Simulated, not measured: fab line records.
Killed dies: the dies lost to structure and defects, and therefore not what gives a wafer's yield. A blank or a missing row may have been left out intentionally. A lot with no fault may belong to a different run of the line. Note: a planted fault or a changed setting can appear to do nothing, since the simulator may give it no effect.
Split-lot study + flow n5Finfet + 39 wafers read across 7 lots, on a route 1938 steps long

== SPLIT DETAILS ==
At N5_PMOS_HMC_CHANNEL_EPI_ETCH_38 (etches SiO2 in CF4, target depth 1.5 nm), the setting targetDepthA was moved away from the recipe's 15 angstrom on 12 of the 39 wafers read, by -57.3% to +17.7%. This setting was run at the recipe's value on the other wafers.

Reading taken at the split's own step.

== THE READING ==
etch.depthNm (the simulator's own value, which no gauge read), in nm, at N5_PMOS_HMC_CHANNEL_EPI_ETCH_38 (etches SiO2 in CF4, target depth 1.5 nm). There is no usual value for it anywhere in the file. Average 1.5032 nm, standard deviation 0.033 nm, over the 27 wafers here run with the recipe.

| wafer  | tool, chamber at the split | targetDepthA as run, angstrom | against the recipe | etch.depthNm, nm | against lot-mates on the recipe |
|--------|----------------------------|-------------------------------|--------------------|------------------|---------------------------------|
| L075.1 | rieSi-06, 1                | 15                            | recipe             | 1.493            | -                               |
| L075.2 | rieSi-06, 2                | 15                            | recipe             | 1.58             | -                               |
| L075.3 | rieSi-06, 0                | 15                            | recipe             | 1.479            | -                               |
| L075.4 | rieSi-06, 3                | 15                            | recipe             | 1.485            | -                               |
| L075.5 | rieSi-06, 0                | 15                            | recipe             | 1.504            | -                               |
| L075.6 | rieSi-06, 1                | 15                            | recipe             | 1.488            | -                               |
| L078.1 | rieSi-01, 0                | 15                            | recipe             | 1.476            | -                               |
| L078.2 | rieSi-01, 1                | 15                            | recipe             | 1.504            | -                               |
| L078.3 | rieSi-01, 3                | 15                            | recipe             | 1.506            | -                               |
| L078.4 | rieSi-01, 2                | 17.36                         | +15.7%             | 1.731            | +0.2357                         |
| L078.5 | rieSi-01, 1                | 17.36                         | +15.7%             | 1.747            | +0.2517                         |
| L078.6 | rieSi-01, 2                | 17.36                         | +15.7%             | 1.725            | +0.2297                         |
| L079.1 | rieSi-06, 1                | 17.66                         | +17.7%             | 1.771            | +0.2437                         |
| L079.2 | rieSi-06, 0                | 15                            | recipe             | 1.5              | -                               |
| L079.3 | rieSi-06, 2                | 15                            | recipe             | 1.575            | -                               |
| L079.4 | rieSi-06, 3                | 17.66                         | +17.7%             | 1.738            | +0.2107                         |
| L079.5 | rieSi-06, 0                | 17.66                         | +17.7%             | 1.75             | +0.2227                         |
| L079.6 | rieSi-06, 1                | 15                            | recipe             | 1.507            | -                               |
| L081.1 | rieSi-03, 1                | 15                            | recipe             | 1.453            | -                               |
| L081.4 | rieSi-03, 2                | 15                            | recipe             | 1.48             | -                               |
| L081.5 | rieSi-03, 0                | 15                            | recipe             | 1.557            | -                               |
| L086.1 | rieSi-01, 1                | 15                            | recipe             | 1.508            | -                               |
| L086.2 | rieSi-01, 0                | 7.934                         | -47.1%             | 0.7878           | -0.7209                         |
| L086.3 | rieSi-01, 2                | 15                            | recipe             | 1.515            | -                               |
| L086.4 | rieSi-01, 3                | 7.934                         | -47.1%             | 0.8029           | -0.7058                         |
| L086.5 | rieSi-01, 2                | 7.934                         | -47.1%             | 0.8083           | -0.7004                         |
| L086.6 | rieSi-01, 1                | 15                            | recipe             | 1.503            | -                               |
| L091.1 | rieSi-03, 1                | 15                            | recipe             | 1.448            | -                               |
| L091.2 | rieSi-03, 0                | 15                            | recipe             | 1.554            | -                               |
| L091.3 | rieSi-03, 3                | 15                            | recipe             | 1.478            | -                               |
| L091.4 | rieSi-03, 2                | 15                            | recipe             | 1.49             | -                               |
| L091.5 | rieSi-03, 1                | 15                            | recipe             | 1.458            | -                               |
| L091.6 | rieSi-03, 0                | 15                            | recipe             | 1.547            | -                               |
| L094.1 | rieSi-01, 3                | 6.406                         | -57.3%             | 0.6462           | -0.8531                         |
| L094.2 | rieSi-01, 2                | 15                            | recipe             | 1.518            | -                               |
| L094.3 | rieSi-01, 1                | 6.406                         | -57.3%             | 0.6424           | -0.8569                         |
| L094.4 | rieSi-01, 0                | 6.406                         | -57.3%             | 0.6325           | -0.8668                         |
| L094.5 | rieSi-01, 0                | 15                            | recipe             | 1.482            | -                               |
| L094.6 | rieSi-01, 1                | 15                            | recipe             | 1.498            | -                               |

FIT RESULTS
A straight line over all 39 wafers: etch.depthNm changes by +0.0149 nm for each +1% of targetDepthA; r = +1.00; the points scatter about the line by 0.029 nm.
The same after taking each lot's own level away (the mean of its wafers on the recipe; 39 wafers): +0.0149 nm for each +1%; r = +1.00; scatter 0.03 nm.
According to that fit, moving targetDepthA by its largest amount changes the reading by 0.85 nm.
From 1.49533 to 1.52733 nm: that is the span of the lots' own levels, equal to 1.0 times the standard deviation above.
The two slopes agree, so the slope changes little with the lot-to-lot level.
Check: for one of the wafers moved furthest among these (-57.3%), held out of the fit, the line's prediction against its lot-mates is -0.856 nm. Against them it came out at -0.853 nm.

== THE FILE'S OWN FIT ==
etch.depthNm changes by +0.0149 nm for each +1% of targetDepthA, r = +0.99.
